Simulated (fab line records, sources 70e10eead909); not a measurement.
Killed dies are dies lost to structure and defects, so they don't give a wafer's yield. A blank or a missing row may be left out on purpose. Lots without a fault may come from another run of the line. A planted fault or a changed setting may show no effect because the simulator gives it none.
Which tool did it? | flow nand_harc | 24 lots, 72 wafers sampled, at 6 steps of a route of 1302

WHAT THE GAUGES READ, wafer by wafer
The record holds no reading of a measuring or inspecting step that can be judged against a usual standard deviation.

WHICH TOOL RAN EACH LOT (tool, then ch and the chambers of the sampled wafers, then the start)
lot  | NHARC_A_STAIRCASE_DEP_156       | NHARC_A_STAIRCASE_ETCH_169         | NHARC_A_STAIRCASE_ETCH_15                   | NHARC_A_STAIRCASE_TRIM_16                     | NHARC_A_STAIRCASE_TRIM_191         | NHARC_A_STAIRCASE_ETCH_232
L074 | pecvd-01 ch 1,2, day 15 06:48   | rie_diel-11 ch 1,3, day 15 07:54   | rie_diel-02 ch 0,3, no start                | rie_diel-02 ch 0,3, no start                  | rie_diel-11 ch 1,2,3, no start     | rie_diel-11 ch 0,1,3, no start
L075 | pecvd-01 ch 0,1,2, day 16 07:06 | rie_diel-11 ch 0,1,2, day 16 08:10 | rie_diel-04 ch 0,1,3, no start              | rie_diel-04 ch 0,1,3, no start                | rie_diel-02 ch 1,2,3, no start     | rie_diel-04 ch 0,1,2, no start
L076 | pecvd-04 ch 1,2, day 16 07:13   | rie_diel-02 ch 0,1,2, day 16 08:20 | rie_diel-04 ch 2,3, no start                | rie_diel-04 ch 0,3, no start                  | rie_diel-04 ch 0,1,3, no start     | rie_diel-02 ch 1,2,3, no start
L077 | pecvd-02 ch 1,2, day 16 07:16   | rie_diel-04 ch 0,1,2, day 16 08:29 | rie_diel-11 ch 1,2,3, no start              | rie_diel-11 ch 1,3, no start                  | rie_diel-04 ch 0,3, no start       | rie_diel-11 ch 1,3, no start
L078 | pecvd-01 ch 0,1, day 17 04:58   | rie_diel-02 ch 0,2, day 17 05:55   | rie_diel-02 ch 1,2,3, no start              | rie_diel-02 ch 0,1,3, no start                | rie_diel-04 ch 0,1,2, no start     | rie_diel-04 ch 0,1, no start
L079 | pecvd-02 ch 0,1,2, day 17 10:41 | rie_diel-04 ch 0,2,3, day 17 11:45 | rie_diel-04 ch 0,2,3, no start              | rie_diel-04 ch 1,2, no start                  | rie_diel-04 ch 1,2, no start       | rie_diel-04 ch 0,1,3, no start
L081 | pecvd-01 ch 0,1, day 18 05:01   | rie_diel-11 ch 0,2, day 18 06:49   | rie_diel-02 ch 0,3, no start                | rie_diel-02 ch 0,1,2, no start                | rie_diel-11 ch 0,1,3, no start     | rie_diel-04 ch 2,3, no start
L080 | pecvd-04 ch 0,1, day 18 05:03   | rie_diel-02 ch 0,1, day 18 06:05   | rie_diel-02 ch 1,2,3, no start              | rie_diel-02 ch 1,2,3, no start                | rie_diel-04 ch 2,3, no start       | rie_diel-04 ch 0,2,3, no start
L082 | pecvd-04 ch 0,1, day 18 20:10   | rie_diel-02 ch 1,3, day 18 21:06   | rie_diel-04 ch 0,3, day 19 03:04 or earlier | rie_diel-04 ch 0,1,3, day 19 03:04 or earlier | rie_diel-04 ch 0,1,3, day 19 03:04 | rie_diel-02 ch 1,2,3, no start
L084 | pecvd-01 ch 1,2, day 19 16:34   | rie_diel-04 ch 0,1,3, day 19 17:37 | rie_diel-04 ch 1,2,3, no start              | rie_diel-04 ch 0,1,3, no start                | rie_diel-02 ch 0,2, no start       | rie_diel-11 ch 0,1, no start
L083 | pecvd-01 ch 0,1, day 19 20:38   | rie_diel-11 ch 0,2,3, day 19 21:39 | rie_diel-04 ch 0,2,3, no start              | rie_diel-04 ch 0,2,3, no start                | rie_diel-02 ch 0,2,3, no start     | rie_diel-02 ch 0,1,2, no start
L085 | pecvd-02 ch 0,2, day 20 07:18   | rie_diel-04 ch 0,1,2, day 20 08:21 | rie_diel-02 ch 0,1,2, no start              | rie_diel-02 ch 0,1, no start                  | rie_diel-04 ch 1,2,3, no start     | rie_diel-04 ch 0,1,2, no start
L086 | pecvd-01 ch 0,1,2, day 20 10:50 | rie_diel-02 ch 0,1, day 20 11:54   | rie_diel-02 ch 0,3, no start                | rie_diel-02 ch 0,2,3, no start                | rie_diel-11 ch 0,2, no start       | rie_diel-02 ch 0,3, no start
L087 | pecvd-02 ch 0,1,2, day 20 17:47 | rie_diel-02 ch 1,2, day 20 18:43   | rie_diel-11 ch 1,3, no start                | rie_diel-11 ch 0,3, no start                  | rie_diel-02 ch 0,2,3, no start     | rie_diel-04 ch 1,3, no start
L089 | pecvd-04 ch 0,1, day 21 10:59   | rie_diel-04 ch 1,2,3, day 21 12:05 | rie_diel-02 ch 0,1,3, no start              | rie_diel-02 ch 0,1,3, no start                | rie_diel-02 ch 0,1,3, no start     | rie_diel-04 ch 0,2,3, no start
L088 | pecvd-02 ch 1,2, day 21 11:02   | rie_diel-02 ch 0,2,3, day 21 11:58 | rie_diel-04 ch 2,3, no start                | rie_diel-04 ch 0,1,2, no start                | rie_diel-02 ch 1,2,3, no start     | rie_diel-11 ch 0,2,3, no start
L090 | pecvd-01 ch 0,2, day 22 05:15   | rie_diel-02 ch 1,3, day 22 06:20   | rie_diel-02 ch 1,3, no start                | rie_diel-02 ch 0,2,3, no start                | rie_diel-11 ch 0,1,2, no start     | rie_diel-02 ch 0,1,2, no start
L091 | pecvd-02 ch 1,2, day 22 05:16   | rie_diel-11 ch 0,1,3, day 22 06:29 | rie_diel-11 ch 0,1,3, no start              | rie_diel-11 ch 1,2,3, no start                | rie_diel-11 ch 0,1,2, no start     | rie_diel-11 ch 0,1,2, no start
L093 | pecvd-02 ch 0,1, day 23 07:29   | rie_diel-02 ch 0,1,2, day 23 08:34 | rie_diel-11 ch 1,2,3, no start              | rie_diel-11 ch 1,2, no start                  | rie_diel-02 ch 0,2,3, no start     | rie_diel-11 ch 0,1, no start
L092 | pecvd-04 ch 0,2, day 23 07:29   | rie_diel-02 ch 1,2, day 23 08:47   | rie_diel-11 ch 1,3, no start                | rie_diel-11 ch 0,2,3, no start                | rie_diel-11 ch 1,3, no start       | rie_diel-04 ch 0,1,3, no start
L095 | pecvd-04 ch 0,1,2, day 23 21:34 | rie_diel-11 ch 1,2,3, day 23 22:41 | rie_diel-02 ch 0,2,3, no start              | rie_diel-02 ch 0,1,3, no start                | rie_diel-04 ch 0,2,3, no start     | rie_diel-02 ch 1,2,3, no start
L094 | pecvd-04 ch 0,2, day 24 18:32   | rie_diel-04 ch 1,2, day 24 19:36   | rie_diel-11 ch 1,2, no start                | rie_diel-11 ch 1,2, no start                  | rie_diel-04 ch 0,2,3, no start     | rie_diel-04 ch 2,3, no start
L096 | pecvd-04 ch 1,2, day 25 06:49   | rie_diel-04 ch 0,2,3, day 25 07:43 | rie_diel-02 ch 0,3, no start                | rie_diel-02 ch 0,1,3, no start                | rie_diel-02 ch 0,1,2, no start     | rie_diel-04 ch 2,3, no start
L097 | pecvd-02 ch 0,1,2, day 25 10:23 | rie_diel-02 ch 0,1,3, day 25 11:21 | rie_diel-02 ch 0,1, no start                | rie_diel-02 ch 0,3, no start                  | rie_diel-02 ch 2,3, no start       | rie_diel-02 ch 2,3, no start
- NHARC_A_STAIRCASE_DEP_156: deposits SiNx, target thk 50 nm.
- NHARC_A_STAIRCASE_ETCH_169: etches the open film in CH3F/O2, target depth 50 nm, time 107.1 s.
- NHARC_A_STAIRCASE_ETCH_15: etches the open film in C4F8/O2, target depth 100 nm, time 40.5 s.
- NHARC_A_STAIRCASE_TRIM_16: chemistry O2, time 211.2 s.
- NHARC_A_STAIRCASE_TRIM_191: chemistry O2, time 211.2 s.
- NHARC_A_STAIRCASE_ETCH_232: etches the open film in C4F8/O2, target depth 100 nm, time 40.5 s.

WHAT THE TOOLS THEMSELVES READ (means of the sampled wafers that have a number; where no wafer has one, the mark that the record gives instead)
NHARC_A_STAIRCASE_DEP_156.
lot  | tool     | heater_power_outer_w (W) | heater_power_w (W) | susceptor_temp_C (C)
L074 | pecvd-01 | 437                      | 733                | 399.80
L075 | pecvd-01 | 459                      | 744                | 399.87
L076 | pecvd-04 | 417                      | 716                | 399.97
L077 | pecvd-02 | 380                      | 680                | 400.10
L078 | pecvd-01 | 469                      | 755                | 400.42
L079 | pecvd-02 | 394                      | 701                | 399.95
L081 | pecvd-01 | 452                      | 736                | 400.00
L080 | pecvd-04 | 480                      | 793                | 400.06
L082 | pecvd-04 | 458                      | 760                | 399.88
L084 | pecvd-01 | 405                      | 685                | 400.09
L083 | pecvd-01 | 456                      | 735                | 400.03
L085 | pecvd-02 | 304                      | 583                | 399.96
L086 | pecvd-01 | 432                      | 725                | 400.06
L087 | pecvd-02 | 388                      | 696                | 400.23
L089 | pecvd-04 | 407                      | 710                | 399.82
L088 | pecvd-02 | 367                      | 685                | 400.02
L090 | pecvd-01 | 434                      | 740                | 400.06
L091 | pecvd-02 | 414                      | 774                | 400.13
L093 | pecvd-02 | 375                      | 654                | 399.93
L092 | pecvd-04 | 384                      | 658                | 400.12
L095 | pecvd-04 | 426                      | 708                | 400.04
L094 | pecvd-04 | 378                      | 647                | 399.61
L096 | pecvd-04 | 467                      | 779                | 400.04
L097 | pecvd-02 | 388                      | 689                | 400.14

NHARC_A_STAIRCASE_ETCH_169.
lot  | tool        | drypump_motor_current_A (A) | oes_product_au (a.u.) | rf_vpp_V (V) | showerhead_plenum_p_Torr (Torr) | throttle_valve_pct (%)
L074 | rie_diel-11 | 5.74                        | 0.969                 | 245.5        | 2.50                            | 20.664
L075 | rie_diel-11 | 5.63                        | 0.940                 | 242.7        | 2.32                            | 20.656
L076 | rie_diel-02 | 5.81                        | 0.972                 | 243.6        | 2.44                            | 20.664
L077 | rie_diel-04 | 5.75                        | 0.978                 | 245.0        | 2.53                            | 20.665
L078 | rie_diel-02 | 5.87                        | 0.972                 | 242.4        | 2.36                            | 20.659
L079 | rie_diel-04 | 5.51                        | 0.955                 | 245.4        | 2.49                            | 20.661
L081 | rie_diel-11 | 5.64                        | 0.950                 | 242.2        | 2.28                            | 20.666
L080 | rie_diel-02 | 5.65                        | 0.964                 | 244.1        | 2.41                            | 20.658
L082 | rie_diel-02 | 5.39                        | 0.957                 | 246.4        | 2.55                            | 20.667
L084 | rie_diel-04 | 5.43                        | 0.977                 | 244.7        | 2.49                            | 20.665
L083 | rie_diel-11 | 5.62                        | 0.965                 | 245.5        | 2.50                            | 20.671
L085 | rie_diel-04 | 5.77                        | 0.975                 | 245.8        | 2.52                            | 20.666
L086 | rie_diel-02 | 5.73                        | 0.957                 | 244.6        | 2.51                            | 20.664
L087 | rie_diel-02 | 5.86                        | 0.963                 | 244.9        | 2.53                            | 20.665
L089 | rie_diel-04 | 5.54                        | 0.963                 | 245.1        | 2.47                            | 20.670
L088 | rie_diel-02 | 5.62                        | 0.972                 | 243.7        | 2.39                            | 20.662
L090 | rie_diel-02 | 5.58                        | 0.957                 | 245.2        | 2.57                            | 20.670
L091 | rie_diel-11 | 5.59                        | 0.979                 | 243.7        | 2.40                            | 20.662
L093 | rie_diel-02 | 5.81                        | 0.958                 | 243.7        | 2.42                            | 20.662
L092 | rie_diel-02 | 5.93                        | 0.941                 | 243.9        | 2.45                            | 20.663
L095 | rie_diel-11 | 5.76                        | 0.965                 | 244.8        | 2.51                            | 20.659
L094 | rie_diel-04 | 5.80                        | 0.946                 | 244.4        | 2.50                            | 20.656
L096 | rie_diel-04 | 5.50                        | 0.969                 | 243.7        | 2.47                            | 20.678
L097 | rie_diel-02 | 5.53                        | 0.958                 | 243.8        | 2.46                            | 20.670

NHARC_A_STAIRCASE_ETCH_15.
lot  | tool        | oes_product_au (a.u.) | rf_vpp_V (V)
L074 | rie_diel-02 | 0.939                 | 895
L075 | rie_diel-04 | 0.939                 | 898
L076 | rie_diel-04 | 0.936                 | 894
L077 | rie_diel-11 | 0.949                 | 893
L078 | rie_diel-02 | 0.950                 | 898
L079 | rie_diel-04 | 0.947                 | 898
L081 | rie_diel-02 | 0.940                 | 891
L080 | rie_diel-02 | 0.941                 | 899
L082 | rie_diel-04 | 0.963                 | 898
L084 | rie_diel-04 | 0.946                 | 897
L083 | rie_diel-04 | 0.938                 | 898
L085 | rie_diel-02 | 0.952                 | 894
L086 | rie_diel-02 | 0.945                 | 891
L087 | rie_diel-11 | 0.950                 | 897
L089 | rie_diel-02 | 0.937                 | 897
L088 | rie_diel-04 | 0.943                 | 895
L090 | rie_diel-02 | 0.942                 | 899
L091 | rie_diel-11 | 0.945                 | 893
L093 | rie_diel-11 | 0.940                 | 899
L092 | rie_diel-11 | 0.943                 | 894
L095 | rie_diel-02 | 0.931                 | 892
L094 | rie_diel-11 | 0.952                 | 895
L096 | rie_diel-02 | 0.939                 | 891
L097 | rie_diel-02 | 0.928                 | 892

NHARC_A_STAIRCASE_TRIM_16.
lot  | tool        | drypump_motor_current_A (A) | oes_product_au (a.u.) | rf_vpp_V (V) | showerhead_plenum_p_Torr (Torr) | throttle_valve_pct (%)
L074 | rie_diel-02 | 5.38                        | 0.994                 | 58.3         | 3.51                            | 17.039
L075 | rie_diel-04 | 5.45                        | 1.009                 | 58.9         | 3.59                            | 17.032
L076 | rie_diel-04 | 5.19                        | 1.011                 | 58.1         | 3.53                            | 17.028
L077 | rie_diel-11 | 5.74                        | 1.017                 | 57.0         | 3.50                            | 17.042
L078 | rie_diel-02 | 5.56                        | 1.008                 | 58.6         | 3.55                            | 17.039
L079 | rie_diel-04 | 5.88                        | 1.000                 | 57.9         | 3.61                            | 17.037
L081 | rie_diel-02 | 5.81                        | 1.000                 | 57.7         | 3.49                            | 17.036
L080 | rie_diel-02 | 5.68                        | 0.999                 | 58.2         | 3.59                            | 17.036
L082 | rie_diel-04 | 5.43                        | 1.004                 | 57.7         | 3.58                            | 17.037
L084 | rie_diel-04 | 5.45                        | 1.005                 | 57.0         | 3.57                            | 17.033
L083 | rie_diel-04 | 5.52                        | 0.999                 | 57.4         | 3.56                            | 17.026
L085 | rie_diel-02 | 5.69                        | 1.003                 | 57.5         | 3.45                            | 17.040
L086 | rie_diel-02 | 5.64                        | 0.995                 | 58.6         | 3.43                            | 17.043
L087 | rie_diel-11 | 5.60                        | 1.005                 | 58.3         | 3.53                            | 17.029
L089 | rie_diel-02 | 5.57                        | 1.002                 | 58.3         | 3.54                            | 17.038
L088 | rie_diel-04 | 5.76                        | 0.996                 | 57.9         | 3.61                            | 17.040
L090 | rie_diel-02 | 5.64                        | 0.994                 | 58.3         | 3.43                            | 17.044
L091 | rie_diel-11 | 5.77                        | 1.008                 | 57.5         | 3.61                            | 17.038
L093 | rie_diel-11 | 5.78                        | 1.002                 | 58.1         | 3.52                            | 17.040
L092 | rie_diel-11 | 5.62                        | 1.001                 | 58.0         | 3.57                            | 17.043
L095 | rie_diel-02 | 5.54                        | 1.002                 | 57.4         | 3.53                            | 17.051
L094 | rie_diel-11 | 5.80                        | 1.003                 | 57.9         | 3.66                            | 17.035
L096 | rie_diel-02 | 5.54                        | 0.999                 | 57.4         | 3.53                            | 17.044
L097 | rie_diel-02 | 5.51                        | 0.995                 | 56.9         | 3.38                            | 17.040

NHARC_A_STAIRCASE_TRIM_191.
lot  | tool        | drypump_motor_current_A (A) | oes_product_au (a.u.) | rf_vpp_V (V) | showerhead_plenum_p_Torr (Torr) | throttle_valve_pct (%)
L074 | rie_diel-11 | 5.8                         | 1.003                 | 57.7         | 3.46                            | 17.024
L075 | rie_diel-02 | 5.7                         | 1.005                 | 58.3         | 3.60                            | 17.040
L076 | rie_diel-04 | 5.4                         | 1.006                 | 57.3         | 3.59                            | 17.039
L077 | rie_diel-04 | 5.2                         | 1.000                 | 58.6         | 3.53                            | 17.036
L078 | rie_diel-04 | 5.8                         | 0.996                 | 57.5         | 3.63                            | 17.034
L079 | rie_diel-04 | 5.8                         | 0.996                 | 58.2         | 3.62                            | 17.037
L081 | rie_diel-11 | 5.6                         | 1.005                 | 57.1         | 3.46                            | 17.039
L080 | rie_diel-04 | 5.3                         | 1.002                 | 57.9         | 3.51                            | 17.040
L082 | rie_diel-04 | 5.5                         | 1.004                 | 57.4         | 3.58                            | 17.040
L084 | rie_diel-02 | 5.7                         | 1.004                 | 55.9         | 3.34                            | 17.033
L083 | rie_diel-02 | 5.6                         | 0.994                 | 57.2         | 3.43                            | 17.034
L085 | rie_diel-04 | 5.6                         | 0.999                 | 57.9         | 3.55                            | 17.035
L086 | rie_diel-11 | 5.7                         | 0.993                 | 57.4         | 3.63                            | 17.040
L087 | rie_diel-02 | 5.6                         | 0.997                 | 58.0         | 3.43                            | 17.044
L089 | rie_diel-02 | 5.5                         | 1.007                 | 57.4         | 3.54                            | 17.029
L088 | rie_diel-02 | 5.7                         | 0.989                 | 58.2         | 3.57                            | 17.029
L090 | rie_diel-11 | 5.6                         | 1.004                 | 57.9         | 3.50                            | 17.035
L091 | rie_diel-11 | 5.6                         | 1.008                 | 57.8         | 3.50                            | 17.026
L093 | rie_diel-02 | 5.6                         | 1.004                 | 57.8         | 3.42                            | 17.039
L092 | rie_diel-11 | 5.7                         | 1.014                 | 57.7         | 3.47                            | 17.036
L095 | rie_diel-04 | 5.5                         | 1.006                 | 58.1         | 3.54                            | 17.039
L094 | rie_diel-04 | 5.5                         | 1.000                 | 57.5         | 3.54                            | 17.029
L096 | rie_diel-02 | 5.8                         | 0.996                 | 57.4         | 3.47                            | 17.035
L097 | rie_diel-02 | 5.5                         | 0.999                 | 58.5         | 3.51                            | 17.037

NHARC_A_STAIRCASE_ETCH_232.
lot  | tool        | oes_product_au (a.u.) | rf_vpp_V (V)
L074 | rie_diel-11 | 0.970                 | 894
L075 | rie_diel-04 | 0.945                 | 900
L076 | rie_diel-02 | 0.944                 | 899
L077 | rie_diel-11 | 0.948                 | 898
L078 | rie_diel-04 | 0.933                 | 900
L079 | rie_diel-04 | 0.945                 | 898
L081 | rie_diel-04 | 0.938                 | 897
L080 | rie_diel-04 | 0.940                 | 897
L082 | rie_diel-02 | 0.951                 | 898
L084 | rie_diel-11 | 0.956                 | 890
L083 | rie_diel-02 | 0.954                 | 894
L085 | rie_diel-04 | 0.952                 | 899
L086 | rie_diel-02 | 0.937                 | 891
L087 | rie_diel-04 | 0.947                 | 897
L089 | rie_diel-04 | 0.939                 | 897
L088 | rie_diel-11 | 0.960                 | 898
L090 | rie_diel-02 | 0.946                 | 894
L091 | rie_diel-11 | 0.946                 | 894
L093 | rie_diel-11 | 0.947                 | 889
L092 | rie_diel-04 | 0.957                 | 897
L095 | rie_diel-02 | 0.946                 | 897
L094 | rie_diel-04 | 0.954                 | 896
L096 | rie_diel-04 | 0.939                 | 894
L097 | rie_diel-02 | 0.946                 | 895

THE ANSWER, worked out from the rows above alone
Rule: what is usual is taken from the lots themselves. Put in order of their means at a reading, lots are off if they are a third of the lots or fewer, leave a main group of 4 or more, and stand apart from it by a gap of 3 or more times the standard deviation of the main group's means; of several such gaps the widest counts. A main group whose means are all the same, to the digits that the tables above print for the reading, isn't used. A lot without any number at a reading at which 4 lots or more have one is off too. The other lots that the step has rows for count as sound. The gauges are gone through in route order, then the tools' own readings, and for those a lot's mean is taken as printed above. The first step at which some lot is off is used, and at that step the reading that is off furthest; a lot without a number counts as furthest.
No lot is off at any reading shown: from this, nothing can be told.

WHAT THE SIMULATOR HAD PUT IN
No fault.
